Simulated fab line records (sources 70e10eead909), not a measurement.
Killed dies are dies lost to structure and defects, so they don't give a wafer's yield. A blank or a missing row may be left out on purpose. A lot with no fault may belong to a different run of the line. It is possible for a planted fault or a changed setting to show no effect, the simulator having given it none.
Chamber matching -- flow nandHarc -- NHARC_P_CONTACT_CMP_01 on cmp-03 has 4 sister chambers
The step polishes SiO2, target thk 200 nm. 4 wafers are shown with their chamber, then 8 later ones without.

EACH WAFER AND ITS CHAMBER
wafer,chamber,motorCurrentA (A)
L090.2,1,10.2
L090.3,3,13.5
L090.6,0,13.4
L091.2,2,12.2

WAFERS WHOSE CHAMBER IS MISSING
wafer,motorCurrentA (A)
L091.3,13.8
L091.6,13.0
L092.1,13.7
L092.5,12.6
L092.6,12.8
L094.1,10.0
L094.3,11.6
L094.6,12.1

CHAMBER TAKEN BY EACH
wafer,from the rows above,in truth
L091.3,can't be placed: 3 or 0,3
L091.6,can't be placed: 0 or 3 or 2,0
L092.1,can't be placed: 3 or 0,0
L092.5,can't be placed: 2 or 0 or 3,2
L092.6,can't be placed: 0 or 2 or 3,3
L094.1,1,1
L094.3,2,2
L094.6,2,2
Correctly placed: 3 of 8. Can't be placed from these rows: 5 (the true chamber is among the candidates in 5). Placed wrongly: 0.
How it was worked out, from the rows above alone: a wafer's distance from a chamber is the root of the sum, over the readings, of the square of ((its reading less the chamber's mean) divided by the reading's scatter). The wafer belongs to the nearest chamber; if the next one is less than 2 further off, it can't be placed. A chamber's mean is the mean of its shown wafers. The scatter: root of mean squared gap, hidden wafer to nearest shown wafer, with one shown wafer a chamber.
